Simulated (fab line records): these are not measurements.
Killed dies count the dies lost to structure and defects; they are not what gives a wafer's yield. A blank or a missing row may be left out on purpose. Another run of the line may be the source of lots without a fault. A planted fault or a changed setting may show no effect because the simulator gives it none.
Chamber matching :: flow nand harc :: ald sin-04 running NHARC_P_GATE_ALD_36: 4 sister chambers
The step deposits SiNx, target thk 20 nm, pulse time 60 s, ald cycles 223. 16 wafers are shown with their chamber, then 8 later ones without.

== WAFERS, EACH WITH ITS CHAMBER ==
wafer: L076.2
chamber: 1
heater power outer w (W): 478
heater power w (W): 751
precursor pulse height rel: 1.015

wafer: L076.1
chamber: 2
heater power outer w (W): 561
heater power w (W): 805
precursor pulse height rel: 1.014

wafer: L076.6
chamber: 1
heater power outer w (W): 476
heater power w (W): 756
precursor pulse height rel: 0.994

wafer: L079.1
chamber: 0
heater power outer w (W): 516
heater power w (W): 847
precursor pulse height rel: 0.989

wafer: L079.3
chamber: 2
heater power outer w (W): 560
heater power w (W): 809
precursor pulse height rel: 0.990

wafer: L079.6
chamber: 1
heater power outer w (W): 480
heater power w (W): 748
precursor pulse height rel: 1.012

wafer: L082.4
chamber: 0
heater power outer w (W): 509
heater power w (W): 844
precursor pulse height rel: 1.009

wafer: L082.3
chamber: 1
heater power outer w (W): 478
heater power w (W): 739
precursor pulse height rel: 1.008

wafer: L082.2
chamber: 3
heater power outer w (W): 511
heater power w (W): 808
precursor pulse height rel: 0.973

wafer: L085.3
chamber: 1
heater power outer w (W): 475
heater power w (W): 757
precursor pulse height rel: 1.034

wafer: L085.1
chamber: 3
heater power outer w (W): 512
heater power w (W): 800
precursor pulse height rel: 1.025

wafer: L085.6
chamber: 1
heater power outer w (W): 476
heater power w (W): 742
precursor pulse height rel: 1.010

wafer: L088.3
chamber: 3
heater power outer w (W): 512
heater power w (W): 812
precursor pulse height rel: 1.042

wafer: L088.6
chamber: 1
heater power outer w (W): 479
heater power w (W): 758
precursor pulse height rel: 0.970

wafer: L088.5
chamber: 2
heater power outer w (W): 551
heater power w (W): 824
precursor pulse height rel: 1.016

wafer: L092.4
chamber: 0
heater power outer w (W): 519
heater power w (W): 861
precursor pulse height rel: 1.002

SIGNATURES (means of the wafers above)
reading: heater power outer w
chamber 0: 514.67
chamber 1: 477.43
chamber 2: 557.33
chamber 3: 511.67
scatter within a chamber: 3.34

reading: heater power w
chamber 0: 850.67
chamber 1: 750.14
chamber 2: 812.67
chamber 3: 806.67
scatter within a chamber: 8.06

reading: precursor pulse height rel
chamber 0: 1.00000
chamber 1: 1.00614
chamber 2: 1.00667
chamber 3: 1.01333
scatter within a chamber: 0.0215
Rule: a wafer lies at a distance from a chamber equal to the root of the sum of squares, over the readings, of (its reading less the chamber's mean, divided by the reading's scatter). If the next closest chamber is less than 2 further off than the closest, the wafer can't be placed; otherwise it belongs to the closest. The scatter is the square root of a quotient: the sum, over the shown wafers, of each reading's squared deviation from its chamber's mean, divided by wafers minus chambers.

== WAFERS MISSING THEIR CHAMBER ==
wafer: L092.6
heater power outer w (W): 531
heater power w (W): 815
precursor pulse height rel: 1.009

wafer: L092.5
heater power outer w (W): 485
heater power w (W): 765
precursor pulse height rel: 1.024

wafer: L095.4
heater power outer w (W): 478
heater power w (W): 771
precursor pulse height rel: 0.963

wafer: L095.6
heater power outer w (W): 522
heater power w (W): 862
precursor pulse height rel: 1.030

wafer: L095.5
heater power outer w (W): 476
heater power w (W): 758
precursor pulse height rel: 1.006

wafer: L096.3
heater power outer w (W): 524
heater power w (W): 752
precursor pulse height rel: 1.010

wafer: L096.2
heater power outer w (W): 494
heater power w (W): 763
precursor pulse height rel: 0.988

wafer: L096.6
heater power outer w (W): 525
heater power w (W): 742
precursor pulse height rel: 1.019

== CHAMBER TAKEN BY EACH ==
wafer: L092.6
from the rows above: can't be placed: 3 or 0
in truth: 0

wafer: L092.5
from the rows above: 1
in truth: 1

wafer: L095.4
from the rows above: 1
in truth: 1

wafer: L095.6
from the rows above: 0
in truth: 0

wafer: L095.5
from the rows above: 1
in truth: 1

wafer: L096.3
from the rows above: 3
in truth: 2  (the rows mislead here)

wafer: L096.2
from the rows above: 1
in truth: 1

wafer: L096.6
from the rows above: 3
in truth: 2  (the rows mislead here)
Correctly placed: 5 of 8. Not placeable from these rows: 1 (in 1, the candidates include the true chamber). Number placed wrongly: 2.
